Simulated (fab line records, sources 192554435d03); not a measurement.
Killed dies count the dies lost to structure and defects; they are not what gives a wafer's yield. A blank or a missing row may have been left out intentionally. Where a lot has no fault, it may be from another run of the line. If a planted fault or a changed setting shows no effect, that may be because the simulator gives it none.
Which tool was responsible? + flow n5 finfet + 72 wafers from 24 lots sampled at 5 of the route's 1938 steps

== WHAT THE GAUGES READ, wafer by wafer ==
N5_SD_EPI_P_INSPECT_26: inspects for defects (darkfield).
| lot  | measured    | on                | raw defect count |
|------|-------------|-------------------|------------------|
| L074 | day 3 07:56 | defect inspect-01 | 147 121 145      |
| L075 | day 3 14:26 | defect inspect-02 | 198 229 194      |
| L076 | day 3 21:07 | defect inspect-01 | 157 145 216      |
| L077 | day 4 03:54 | defect inspect-01 | 156 168 174      |
| L078 | day 4 08:35 | defect inspect-02 | 147 243 170      |
| L079 | day 4 14:58 | defect inspect-02 | 175 156 191      |
| L080 | day 4 20:35 | defect inspect-02 | 183 149 182      |
| L081 | day 5 03:27 | defect inspect-02 | 191 203 210      |
| L082 | day 5 13:52 | defect inspect-01 | 201 192 198      |
| L083 | day 5 17:36 | defect inspect-02 | 145 116 170      |
| L084 | day 6 00:17 | defect inspect-01 | 115 98 144       |
| L085 | day 6 05:07 | defect inspect-02 | 159 166 146      |
| L086 | day 6 11:38 | defect inspect-01 | 234 196 210      |
| L087 | day 6 18:30 | defect inspect-02 | 134 120 137      |
| L088 | day 6 23:08 | defect inspect-01 | 176 202 164      |
| L089 | day 7 05:26 | defect inspect-01 | 174 166 159      |
| L090 | day 7 10:13 | defect inspect-02 | 151 130 150      |
| L091 | day 7 15:29 | defect inspect-02 | 155 222 138      |
| L092 | day 7 22:08 | defect inspect-02 | 191 142 153      |
| L093 | day 8 03:50 | defect inspect-02 | 243 208 176      |
| L094 | day 8 09:13 | defect inspect-02 | 270 161 123      |
| L095 | day 8 15:49 | defect inspect-02 | 152 150 186      |
| L096 | day 8 22:19 | defect inspect-02 | 181 121 150      |
| L097 | day 9 03:33 | defect inspect-02 | 123 155 174      |

N5_ILD0_THK_MEAS_08.
| lot  | measured    | on            | thk nm (nm)       |
|------|-------------|---------------|-------------------|
| L074 | day 3 11:54 | film metro-01 | 139.2 141.4 140.6 |
| L075 | day 3 18:15 | film metro-02 | 139.2 138.8 139.6 |
| L076 | day 4 01:02 | film metro-01 | 137.1 139.3 137.8 |
| L077 | day 4 07:41 | film metro-02 | 141.5 137.7 137.9 |
| L078 | day 4 12:23 | film metro-02 | 137.4 138.4 137.7 |
| L079 | day 4 18:46 | film metro-01 | 137.9 137.4 136.7 |
| L080 | day 5 00:23 | film metro-02 | 138.3 140.7 138.4 |
| L081 | day 5 07:14 | film metro-01 | 137.1 134.4 136.9 |
| L082 | day 5 17:39 | film metro-02 | 139.2 138.6 140.5 |
| L083 | day 5 23:35 | film metro-02 | 140.4 138.2 139.0 |
| L084 | day 6 07:09 | film metro-01 | 137.7 140.3 139.8 |
| L085 | day 6 11:18 | film metro-01 | 140.2 138.1 137.0 |
| L086 | day 6 16:11 | film metro-01 | 137.7 137.9 136.3 |
| L087 | day 6 22:17 | film metro-02 | 138.3 140.7 138.5 |
| L088 | day 7 03:13 | film metro-01 | 139.7 138.5 137.8 |
| L089 | day 7 09:14 | film metro-01 | 138.8 139.6 138.0 |
| L090 | day 7 14:08 | film metro-01 | 138.0 139.8 139.5 |
| L091 | day 7 20:00 | film metro-02 | 140.2 138.4 138.7 |
| L092 | day 8 01:58 | film metro-01 | 140.0 138.1 137.5 |
| L093 | day 8 07:38 | film metro-01 | 140.3 137.1 139.3 |
| L094 | day 8 13:14 | film metro-01 | 136.6 139.9 137.6 |
| L095 | day 8 20:01 | film metro-01 | 135.8 140.1 138.4 |
| L096 | day 9 02:49 | film metro-02 | 140.3 138.3 138.6 |
| L097 | day 9 07:53 | film metro-02 | 137.8 139.2 137.9 |

N5_ILD0_THK_MEAS_13.
| lot  | measured    | on            | thk nm (nm)    |
|------|-------------|---------------|----------------|
| L074 | day 3 15:11 | film metro-01 | 17.6 15.9 17.2 |
| L075 | day 3 21:28 | film metro-02 | 19.8 16.8 19.9 |
| L076 | day 4 04:15 | film metro-02 | 14.9 13.5 13.7 |
| L077 | day 4 10:53 | film metro-02 | 18.1 13.7 16.7 |
| L078 | day 4 15:47 | film metro-02 | 15.8 18.3 16.6 |
| L079 | day 4 21:59 | film metro-01 | 17.5 16.9 15.4 |
| L080 | day 5 03:38 | film metro-02 | 17.5 15.3 17.4 |
| L081 | day 5 10:27 | film metro-01 | 18.8 14.4 18.3 |
| L082 | day 5 20:52 | film metro-01 | 16.9 16.6 19.3 |
| L083 | day 6 02:51 | film metro-02 | 18.6 16.5 18.0 |
| L084 | day 6 10:22 | film metro-02 | 17.0 19.6 16.7 |
| L085 | day 6 14:37 | film metro-02 | 15.8 18.7 14.5 |
| L086 | day 6 19:24 | film metro-02 | 18.6 16.5 17.5 |
| L087 | day 7 01:32 | film metro-01 | 15.5 15.7 18.8 |
| L088 | day 7 06:25 | film metro-02 | 18.0 16.3 16.0 |
| L089 | day 7 12:32 | film metro-01 | 15.3 16.1 16.3 |
| L090 | day 7 17:20 | film metro-02 | 17.6 16.8 17.2 |
| L091 | day 7 23:13 | film metro-01 | 18.1 16.1 18.2 |
| L092 | day 8 05:23 | film metro-02 | 16.1 17.7 16.1 |
| L093 | day 8 11:11 | film metro-02 | 15.8 17.2 16.2 |
| L094 | day 8 16:55 | film metro-01 | 15.4 16.6 16.4 |
| L095 | day 9 00:08 | film metro-02 | 17.3 15.8 14.8 |
| L096 | day 9 06:01 | film metro-02 | 15.5 16.4 18.0 |
| L097 | day 9 11:08 | film metro-02 | 17.3 15.5 17.1 |

== WHAT TOOL EACH LOT RAN ON (gives the tool, then ch and the chambers of the sampled wafers, and finally the start) ==
| lot  | N5_ILD0_CMP_03               | N5_ILD0_ALD_15                   |
|------|------------------------------|----------------------------------|
| L074 | cmp-04 ch 2,3, day 3 11:17   | ald sin-02 ch 0,1,3, day 3 12:37 |
| L075 | cmp-04 ch 1,2, day 3 17:38   | ald sin-02 ch 0,2,3, day 3 18:58 |
| L076 | cmp-01 ch 0,1,3, day 4 00:29 | ald sin-01 ch 0,1, day 4 01:45   |
| L077 | cmp-02 ch 0,2,3, day 4 07:06 | ald sin-02 ch 0,1,3, day 4 08:24 |
| L078 | cmp-04 ch 0,2,3, day 4 11:47 | ald sin-03 ch 0,1,2, day 4 13:17 |
| L079 | cmp-01 ch 2,3, day 4 18:08   | ald sin-03 ch 1,2, day 4 19:29   |
| L080 | cmp-01 ch 0,1,2, day 4 23:46 | ald sin-02 ch 0,2,3, day 5 01:07 |
| L081 | cmp-01 ch 0,2,3, day 5 06:44 | ald sin-01 ch 0,1,2, day 5 09:02 |
| L082 | cmp-02 ch 0,1,2, day 5 17:07 | ald sin-03 ch 2,3, day 5 18:22   |
| L083 | cmp-02 ch 0,1,3, day 5 23:00 | ald sin-02 ch 0,2,3, day 6 00:18 |
| L084 | cmp-02 ch 0,1,2, day 6 06:34 | ald sin-03 ch 1,2,3, day 6 07:52 |
| L085 | cmp-01 ch 0,1, day 6 10:41   | ald sin-01 ch 0,1,2, day 6 12:07 |
| L086 | cmp-04 ch 0,1,2, day 6 15:37 | ald sin-02 ch 1,2, day 6 16:55   |
| L087 | cmp-02 ch 0,3, day 6 21:42   | ald sin-03 ch 0,1,2, day 6 23:03 |
| L088 | cmp-02 ch 2,3, day 7 02:38   | ald sin-03 ch 0,1, day 7 03:56   |
| L089 | cmp-01 ch 1,3, day 7 08:39   | ald sin-03 ch 0,2,3, day 7 10:02 |
| L090 | cmp-04 ch 0,2,3, day 7 13:33 | ald sin-02 ch 1,2,3, day 7 14:50 |
| L091 | cmp-01 ch 1,2, day 7 19:23   | ald sin-03 ch 0,2, day 7 20:43   |
| L092 | cmp-01 ch 1,2,3, day 8 01:20 | ald sin-02 ch 1,2,3, day 8 02:53 |
| L093 | cmp-01 ch 0,2,3, day 8 07:07 | ald sin-01 ch 0,1,2, day 8 08:41 |
| L094 | cmp-01 ch 0,3, day 8 12:40   | ald sin-02 ch 1,2,3, day 8 14:25 |
| L095 | cmp-04 ch 0,3, day 8 19:26   | ald sin-02 ch 0,1,3, day 8 21:38 |
| L096 | cmp-02 ch 0,1,2, day 9 02:11 | ald sin-01 ch 0,3, day 9 03:32   |
| L097 | cmp-04 ch 0,1, day 9 07:18   | ald sin-01 ch 0,3, day 9 08:39   |
- N5_ILD0_CMP_03: polishes, stops on SiNx, t overpolish 1.9 s, target thk 197.38 nm.
- N5_ILD0_ALD_15: deposits SiNx, target thk 24 nm, pulse time 1 s, ald cycles 480.

== WHAT THE TOOLS THEMSELVES READ (means of the sampled wafers that have a number; where no wafer has one, the mark that the record gives instead) ==
N5_ILD0_CMP_03.
| lot  | tool   | motor current A (A) | overpolish run s (s) | slurry filter dp kPa (kPa) | time to endpoint s (s) |
|------|--------|---------------------|----------------------|----------------------------|------------------------|
| L074 | cmp-04 | 13.0                | 1.896                | 13.52                      | 68                     |
| L075 | cmp-04 | 12.8                | 1.901                | 13.46                      | 63                     |
| L076 | cmp-01 | 11.9                | 1.898                | 13.50                      | 72                     |
| L077 | cmp-02 | 12.0                | 1.890                | 13.28                      | 69                     |
| L078 | cmp-04 | 12.6                | 1.900                | 13.52                      | 70                     |
| L079 | cmp-01 | 11.6                | 1.906                | 13.42                      | 75                     |
| L080 | cmp-01 | 12.6                | 1.898                | 13.53                      | 72                     |
| L081 | cmp-01 | 11.8                | 1.898                | 13.43                      | 74                     |
| L082 | cmp-02 | 11.9                | 1.901                | 13.42                      | 63                     |
| L083 | cmp-02 | 11.6                | 1.897                | 13.54                      | 68                     |
| L084 | cmp-02 | 11.7                | 1.908                | 13.60                      | 64                     |
| L085 | cmp-01 | 12.2                | 1.900                | 13.40                      | 70                     |
| L086 | cmp-04 | 12.4                | 1.894                | 13.56                      | 69                     |
| L087 | cmp-02 | 11.8                | 1.892                | 13.41                      | 70                     |
| L088 | cmp-02 | 12.4                | 1.914                | 13.41                      | 74                     |
| L089 | cmp-01 | 12.2                | 1.899                | 13.36                      | 64                     |
| L090 | cmp-04 | 13.1                | 1.897                | 13.58                      | 74                     |
| L091 | cmp-01 | 12.7                | 1.899                | 13.33                      | 65                     |
| L092 | cmp-01 | 12.2                | 1.895                | 13.53                      | 69                     |
| L093 | cmp-01 | 11.9                | 1.901                | 13.49                      | 72                     |
| L094 | cmp-01 | 11.6                | 1.904                | 13.60                      | 68                     |
| L095 | cmp-04 | 12.7                | 1.903                | 13.56                      | 75                     |
| L096 | cmp-02 | 11.7                | 1.895                | 13.52                      | 66                     |
| L097 | cmp-04 | 12.4                | 1.903                | 13.51                      | 71                     |

N5_ILD0_ALD_15.
| lot  | tool       | heater power w (W) | precursor pulse height rel |
|------|------------|--------------------|----------------------------|
| L074 | ald sin-02 | 866                | 0.986                      |
| L075 | ald sin-02 | 817                | 0.993                      |
| L076 | ald sin-01 | 910                | 0.997                      |
| L077 | ald sin-02 | 881                | 1.000                      |
| L078 | ald sin-03 | 802                | 0.999                      |
| L079 | ald sin-03 | 846                | 0.998                      |
| L080 | ald sin-02 | 805                | 1.013                      |
| L081 | ald sin-01 | 835                | 0.986                      |
| L082 | ald sin-03 | 800                | 1.008                      |
| L083 | ald sin-02 | 808                | 0.987                      |
| L084 | ald sin-03 | 841                | 1.008                      |
| L085 | ald sin-01 | 834                | 1.005                      |
| L086 | ald sin-02 | 889                | 1.000                      |
| L087 | ald sin-03 | 799                | 1.001                      |
| L088 | ald sin-03 | 836                | 1.005                      |
| L089 | ald sin-03 | 781                | 0.995                      |
| L090 | ald sin-02 | 874                | 0.979                      |
| L091 | ald sin-03 | 740                | 1.004                      |
| L092 | ald sin-02 | 867                | 1.016                      |
| L093 | ald sin-01 | 841                | 1.019                      |
| L094 | ald sin-02 | 862                | 1.004                      |
| L095 | ald sin-02 | 879                | 0.991                      |
| L096 | ald sin-01 | 892                | 1.006                      |
| L097 | ald sin-01 | 908                | 1.003                      |

== THE ANSWER, worked out from the rows above alone ==
Rule: the usual values come from the lots themselves. The widest of any qualifying gaps counts: lots, ordered by their means at a reading, are off when they make up no more than a third of the lots, leave a main group of 4 or more, and stand apart from it by 3 or more times the standard deviation of that group's means. If all means in a main group match to the digits the tables above print for the reading, that group is not used. A lot without any number at a reading at which 4 lots or more have one is off too. All remaining lots with rows at the step are treated as sound. Order of review: gauges by route order, followed by the tools' own readings, for which a lot's mean as printed above is used. At the first step where some lot is off, the reading lying furthest off is the one used; lots without a number count as furthest.
No lot is off on any of the readings shown, so nothing can be concluded from this.

== WHAT WAS PUT IN BY THE SIMULATOR ==
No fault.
